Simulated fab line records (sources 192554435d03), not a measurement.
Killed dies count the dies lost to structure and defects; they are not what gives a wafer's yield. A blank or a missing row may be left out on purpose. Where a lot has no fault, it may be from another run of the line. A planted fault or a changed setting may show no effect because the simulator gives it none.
fab line records | flow n5Finfet
record lots=4 wafers=12 lastDay=16
route steps=1938 shown GATE_CUT@466 PASSIVATION@1936
lots with no fault: from the same line, run without faults
startH: the number of hours between the record's first day and the start of the first shown wafer of the lot | waitH: hours since the lot's step before | " repeats the value in the row above | L1.1+2: a single row standing in for several wafers | - value missing, or start not given | * or withheld: withheld | < > ~ a bound
route shown NAME@n: a module of which the file shows steps, and the number in the route of the first | usual: mean and standard deviation over wafers with no fault | same: alike in all rows | chamber/n: place in a boat | sites: readings site by site | _std_site: the standard deviation of these | _edge_site: the outer-site mean with the inner-site mean subtracted | radiusMm: for every site, how far away it sits from the centre of the wafer | mask NAME#n: copy n | behind: the last tool/chamber to shape the wafer | hold: reason for holding the lot/hours on hold/outcome of the hold | device: the transistor (n, p or np) that didn't switch | end of line: the same wafers' tests at the end of the route | a step with no rows: only its recipe | killed: count of dies lost to structure and defects at first sort (not the wafer's yield) | map: a wafer's dies, marking killed ones x, the rest . and places with no die _
set.NAME: the setting as run; set.NAME@STEP: as run at that earlier step | model.NAME: the simulator's own value behind a step, which no gauge read
lots at selected steps of the route; one table per step, one row per wafer
services: from which hour (startH, from the record's first day; less than 0 if before it) a tool's chamber was out of use, for how many hours, and why
## steps
# step N5_GATE_CUT_ETCH_56
# recipe chemistry=Cl2/Ar target=TiN targetDepthA=216 pressureMtorr=10 icpW=600 biasW=60 Cl2_flow_sccm=40 Ar_flow_sccm=60
# step N5_GATE_CUT_ETCHBACK_30
# recipe chemistry=Cl2/Ar target=TiN targetDepthA=30 mode=isotropic pressureMtorr=10 icpW=600 biasW=60 Cl2_flow_sccm=40 Ar_flow_sccm=60
# step N5_GATE_CUT_VAPOR_ETCH_60
# recipe chemistry=BCl3/Cl2 target=HfO2 mode=isotropic
# step N5_GATE_CUT_ETCH_58
# recipe chemistry=CH3F/O2 target=SiNx targetDepthA=170 timeS=128.6 ionEnergyEv=50 pressureMtorr=30 sourceW=415 biasW=21 Ar_flow_sccm=150 CH3F_flow_sccm=30 O2_flow_sccm=20
# step N5_GATE_CUT_STRIP_59
# recipe chemistry=N2/H2 timeS=20 powerW=100 tempC=40 pressureMtorr=100 rfFrequencyHz=6e+07 biasPowerW=3 n2FlowSccm=300 h2FlowSccm=300
# step N5_GATE_CUT_PRECLEAN_31
# recipe tempC=23 chemistry=DIW timeS=300
# step N5_GATE_CUT_SRD_32
# recipe timeS=30 tempC=23 rinseLiquid=diw dry=ipaMarangoni
# step N5_GATE_CUT_SAC_CAP_01
# recipe material=SiNx targetThkA=240 tempC=400 aldPrecursorFamily=SiH2I2 aldCoReactant=N2/H2-plasma pulseTimeS=1 aldCycles=480 purgeTimeS=2 coReactantPurgeTimeS=2 pressureTorr=2
# step N5_GATE_CUT_PECVD_57
# recipe material=SiNx targetThkA=210 tempC=400 precursor=SiH4/NH3/N2 pressureTorr=1.5 rfW=300
# step N5_GATE_CUT_CMP_02
# recipe stopOn=SiO2 tOverpolishS=12.7 postCmpClean=alkalineBrush downForcePsi=2.5 platenRpm=51.8 padVelocityMS=1.0307 targetThkNm=0
# step N5_GATE_CUT_HM_DEP_46
# recipe material=SiO2 targetThkA=1300 tempC=400 precursor=TEOS/O2 pressureTorr=6.5 rfW=900 teosFlowSccm=161.4 gas=O2 flowSccm=2650 timeS=26.6
# step N5_GATE_CUT_COAT_34
# recipe resist=SOC tempC=250 timeS=60 spinRpm=1500 resistThkNm=60
# usual resistLineTempC=23.01/0.095 spinSpeedRpm=1500.0/1.1
# columns lot.wafer tool chamber startH waitH resistLineTempC spinSpeedRpm model.SOC_of_GATE_CUT_COAT_34.thkNm
L172.1 lithoTrack-02 0 118.45 0.0 22.98 1395.0 62.6
L172.3 " 0 " " 22.99 1391.8 62.6
L172.5 " 0 " " 22.95 1392.6 62.4
L173.1 lithoTrack-02 0 125.09 0.0 23.15 1394.8 62.2
L173.5 " 0 " " 23.06 1394.5 62.4
L173.6 " 0 " " 22.86 1394.4 62.4
L180.2 lithoTrack-05 0 167.67 0.0 23.01 1500.2 59.8
L180.3 " 0 " " 23.13 1499.7 59.8
L180.6 " 0 " " 23.02 1500.6 59.6
L184.1 lithoTrack-02 0 196.83 0.0 23.07 1502.7 60.2
L184.3 " 0 " " 22.88 1502.4 60
L184.6 " 0 " " 22.86 1502.7 60
# step N5_GATE_CUT_COAT_35
# recipe resist=SiARC tempC=220 timeS=60 spinRpm=1500 resistThkNm=10
# step N5_GATE_CUT_COAT_27
# recipe resist=underlayer tempC=205 timeS=60 spinRpm=1500 resistThkNm=10
# step N5_GATE_CUT_COAT_07
# recipe resist=CAR-EUV spinRpm=1500 resistThkNm=30
# step N5_GATE_CUT_EBR_09
# recipe solvent=PGMEA ebrWidthMm=1.5
# step N5_GATE_CUT_SOFTBAKE_08
# recipe tempC=110 timeS=60 resist=CAR-EUV
# step N5_GATE_CUT_EXPOSE_10
# recipe maskId=GATE_CUT na=0.33 sourceShape=annular sigmaInner=0.35 sigmaOuter=0.8 polarization=unpolarized targetCdNm=20 doseMj=43.25
# step N5_GATE_CUT_PEB_11
# recipe pebTempC=100 pebTimeS=60 resist=CAR-EUV
# step N5_GATE_CUT_DEVELOP_12
# recipe developTimeS=30 developer=TMAH resist=CAR-EUV rinseLiquid=surfactantRinse dry=airSpin devTempC=23
# step N5_GATE_CUT_DESCUM_18
# recipe chemistry=O2 timeS=7 sourcePowerW=50 biasPowerW=20 pressureMtorr=20 rfFrequencyHz=2.712e+07 tempC=40 resist=CAR-EUV o2FlowSccm=225
# step N5_GATE_CUT_ETCH_28
# recipe chemistry=N2/H2 target=underlayer targetDepthA=130 maskMaterial=CAR-EUV timeS=10.4 ionEnergyEv=200 pressureMtorr=30 sourceW=840 biasW=150 n2FlowSccm=200 h2FlowSccm=200 ends=cleared
# step N5_GATE_CUT_ETCH_36
# recipe chemistry=CF4 target=SiARC targetDepthA=130 maskMaterial=CAR-EUV timeS=21.7 ionEnergyEv=80 pressureMtorr=40 sourceW=545 biasW=36 Ar_flow_sccm=100 cf4FlowSccm=100 ends=cleared
# step N5_GATE_CUT_ETCH_37
# recipe chemistry=N2/H2 target=SOC targetDepthA=600 overetchA=120 maskMaterial=SiARC tempC=40 timeS=90 ionEnergyEv=200 pressureMtorr=30 sourceW=840 biasW=150 n2FlowSccm=200 h2FlowSccm=200
# usual biasW=150.0/0.47 drypumpMotorCurrentA=5.6/0.37 oesProductAu=0.72/0.081 rfVppV=525.4/1.8 showerheadPlenumPTorr=2.59/0.06 throttleValvePct=17.63/0.25
# columns lot.wafer tool chamber startH waitH biasW drypumpMotorCurrentA oesProductAu rfHoursCounterH rfVppV showerheadPlenumPTorr throttleValvePct model.etch.depthNm
L172.1 rieDiel-04 3 119.09 0.0 149.5 6.1 0.75 93 526.0 2.54 17.15 62.62
L172.3 " 2 " " 150.1 6.0 0.63 239 526.4 2.60 18.04 62.6
L172.5 " 2 " " 150.2 6.0 0.62 - 528.7 2.60 18.05 62.39
L173.1 rieDiel-01 0 125.58 0.0 150.0 5.6 0.64 222 524.0 2.49 17.73 62.22
L173.5 " 3 " " 149.9 6.2 0.64 - 523.0 2.52 17.86 62.31
L173.6 " 0 " " 149.3 5.6 0.64 - 524.2 2.49 17.73 62.37
L180.2 rieDiel-04 1 168.14 0.0 150.1 5.0 0.66 161 528.6 2.67 17.69 59.74
L180.3 " 3 " " 150.1 6.1 0.72 108 523.5 2.54 17.14 59.79
L180.6 " 1 " " 149.9 4.9 0.66 - 527.7 2.67 17.69 59.68
L184.1 rieDiel-04 0 197.31 0.0 149.1 5.4 0.67 176 528.1 2.63 17.70 60.23
L184.3 " 1 " " 150.7 5.0 0.66 169 527.2 2.66 17.74 60.09
L184.6 " 2 " " 150.0 6.0 0.89 - 524.8 2.59 17.70 60.04
# step N5_GATE_CUT_STRIP_38
# recipe chemistry=N2/H2 tempC=40 n2FlowSccm=200 h2FlowSccm=200 rfFrequencyHz=6e+07
# step N5_GATE_CUT_STRIP_39
# recipe chemistry=N2/H2 tempC=40 n2FlowSccm=200 h2FlowSccm=200 rfFrequencyHz=6e+07
# step N5_GATE_CUT_HM_OPEN_40
# recipe chemistry=C4F6/O2 target=SiO2 maskMaterial=SiARC targetDepthA=1390 timeS=85.1 ionEnergyEv=250 pressureMtorr=30 sourceW=345 biasW=185 Ar_flow_sccm=300 C4F6_flow_sccm=10 O2_flow_sccm=10 ends=cleared
# usual biasW=185.0/0.52 drypumpMotorCurrentA=5.6/0.37 etchRfOnTimeS=94.0/2.8 mfcArSccm=300.1/0.88 oesProductAu=0.72/0.081 rfVppV=666/15 showerheadPlenumPTorr=2.91/0.053 throttleValvePct=20.83/0.21
# columns lot.wafer tool chamber startH waitH biasW drypumpMotorCurrentA etchRfOnTimeS mfcArSccm oesProductAu rfHoursCounterH rfVppV showerheadPlenumPTorr throttleValvePct model.SOC_of_GATE_CUT_COAT_34.thkNm
L172.1 rieDiel-04 3 119.17 0.0 184.5 6.1 88.8 299.5 0.77 93 693 2.91 20.65 35.4
L172.3 " 2 " " 185.8 6.0 90.8 300.1 0.62 239 652 2.90 21.19 35.4
L172.5 " 2 " " 184.7 6.0 92.4 301.1 0.63 - 653 2.90 21.18 34.6
L173.1 rieDiel-01 0 125.67 0.0 185.2 5.6 94.4 299.7 0.62 222 652 2.81 20.99 35.8
L173.5 " 3 " " 184.9 6.1 100.6 300.0 0.60 - 645 2.83 20.98 34
L173.6 " 0 " " 184.9 5.6 98.0 299.9 0.62 - 650 2.81 21.00 35
L180.2 rieDiel-04 1 168.22 0.0 185.5 4.9 91.9 299.5 0.68 161 675 2.92 20.49 33
L180.3 " 3 " " 184.7 6.1 89.6 300.4 0.74 108 692 2.90 20.69 32.6
L180.6 " 1 " " 184.9 4.9 93.9 299.4 0.69 - 678 2.92 20.49 32.4
L184.1 rieDiel-04 0 197.39 0.0 184.2 5.4 91.7 299.9 0.67 176 660 2.95 20.96 34.2
L184.3 " 1 " " 185.8 5.0 90.8 300.2 0.68 169 677 2.91 20.50 33.2
L184.6 " 2 " " 184.4 6.0 92.7 301.3 0.91 - 652 2.90 20.92 32.2
# step N5_GATE_CUT_STRIP_41
# recipe chemistry=CF4 resist=SiARC powerW=300 biasPowerW=75 pressureMtorr=50 cf4FlowSccm=150 rfFrequencyHz=6e+07
# step N5_PASSIVATION_PROBE_49
# usual killed_at_M0_to_M3=34/8.9 killed_at_M4_up=13/4.6 killedAtContacts=12/5.5 killedAtFrontEnd=41/11 killedAtOther=3.1/2.9 killedDies=102/16 killedOpen=66/11 killedShort=34/7.6
# same grossDies=1180 killedAtBackSide=0
# columns lot.wafer tool chamber startH waitH killed_at_M0_to_M3 killed_at_M4_up killedAtContacts killedAtFrontEnd killedAtOther killedDies killedOpen killedShort
L172.1 prober-01 - 297.23 0.0 25 14 4 44 7 94 57 35
L172.3 prober-01 - 297.33 0.1 32 13 12 40 3 100 64 35
L172.5 prober-01 - 297.43 0.2 28 18 15 41 1 103 62 39
L173.1 prober-01 - 305.80 0.0 32 16 8 53 7 116 66 50
L173.5 prober-01 - 306.00 0.2 39 11 9 41 2 102 59 41
L173.6 prober-01 - 306.05 0.3 48 12 8 64 0 132 80 48
# killed by level:class
L172.1 GATE_CUT:geometricParticle:open=10 GATE_CUT:geometricParticle:short=9 BEOL_M4:geometricParticle:open=6 FIN_SAQP:geometricParticle:short=5 STI_FIN_REVEAL:geometricParticle:open=5 BEOL_M0_SAQP:geometricParticle:open=5 BEOL_M3:geometricParticle:open=5 FIN_SAQP:geometricParticle:open=4
L172.3 STI_FIN_REVEAL:geometricParticle:open=12 BEOL_M0_SAQP:geometricParticle:open=10 MOL_CONTACT_COAG:geometricParticle:open=9 BEOL_M0_SAQP:geometricParticle:short=9 STI_FIN_REVEAL:geometricParticle:short=6 BEOL_M2:geometricParticle:open=5 FIN_SAQP:geometricParticle:short=4 GATE_CUT:geometricParticle:short=4
L172.5 MOL_CONTACT_COAG:geometricParticle:open=12 STI_FIN_REVEAL:geometricParticle:open=11 BEOL_M0_SAQP:geometricParticle:open=10 GATE_CUT:geometricParticle:short=9 BEOL_M4:geometricParticle:open=9 BEOL_M0_SAQP:geometricParticle:short=8 FIN_SAQP:geometricParticle:open=6 FIN_SAQP:geometricParticle:short=6
L173.1 FIN_SAQP:geometricParticle:short=15 STI_FIN_REVEAL:geometricParticle:open=12 BEOL_M0_SAQP:geometricParticle:open=12 BEOL_M0_SAQP:geometricParticle:short=12 FIN_SAQP:geometricParticle:open=7 MOL_CONTACT_COAG:geometricParticle:open=7 STI_FIN_REVEAL:geometricParticle:short=5 BEOL_M4:geometricParticle:open=5
L173.5 BEOL_M0_SAQP:geometricParticle:short=11 BEOL_M2:geometricParticle:open=9 FIN_SAQP:geometricParticle:short=8 MOL_CONTACT_COAG:geometricParticle:open=8 BEOL_M0_SAQP:geometricParticle:open=8 FIN_SAQP:geometricParticle:open=7 STI_FIN_REVEAL:geometricParticle:open=6 STI_FIN_REVEAL:geometricParticle:short=5
L173.6 FIN_SAQP:geometricParticle:open=21 FIN_SAQP:geometricParticle:short=18 BEOL_M0_SAQP:geometricParticle:open=16 BEOL_M0_SAQP:geometricParticle:short=15 DUMMY_GATE:geometricParticle:open=8 MOL_CONTACT_COAG:geometricParticle:open=6 BEOL_M8:geometricParticle:open=5 BEOL_M2:geometricParticle:open=5
## services
# columns tool chamber startH hours kind
rieDiel-01 - 100.88 0.9 repair
lithoTrack-05 - 119.88 - consumableReplace:filter
rieDiel-04 0 135.51 2.6 repair
rieDiel-04 2 137.67 9.0 repair
rieDiel-01 3 146.17 - clean
rieDiel-01 3 146.17 - consumableReplace:focusRing
rieDiel-01 3 146.17 16.4 scheduledDown
rieDiel-01 3 146.17 16.4 ventCycle
rieDiel-04 - 156.29 1.1 repair
rieDiel-04 2 166.11 - clean
rieDiel-04 2 166.11 - consumableReplace:focusRing
rieDiel-04 2 166.11 30.5 scheduledDown
rieDiel-04 2 166.11 30.5 ventCycle
rieDiel-04 1 173.36 6.0 repair
## key
firstSign step=N5_GATE_CUT_COAT_34 reading=spinSpeedRpm direction=down sigmas=93 usual=* struck=*
effect none on later readings
modelEffect step=N5_GATE_CUT_COAT_34 value=SOC_of_GATE_CUT_COAT_34.thkNm without=60.2 struck=62.43
modelEffect step=N5_GATE_CUT_ETCH_37 value=etch.depthNm without=60.15 struck=62.42
modelEffect step=N5_GATE_CUT_HM_OPEN_40 value=SOC_of_GATE_CUT_COAT_34.thkNm without=32.8 struck=35.03
metAt N5_GATE_CUT_COAT_34
struckWafers L172.1,L172.3,L172.5,L173.1,L173.5,L173.6
testerLeftOut L172,L173
fault kind=processParameterDrift tool=lithoTrack-02 chamber=- onsetH=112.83 steps=N5_GATE_CUT_COAT_34 channel=spinRpm offset=* shape=step endH=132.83 actsIn=* stated=*
# testerLeftOut: of these lots the tester's yield and bins aren't shown, on N5 and GAA mostly nor the transistor test; their killed dies are dies lost to structure and defects alone, not to doping, threshold or leakage, so they don't give the yield
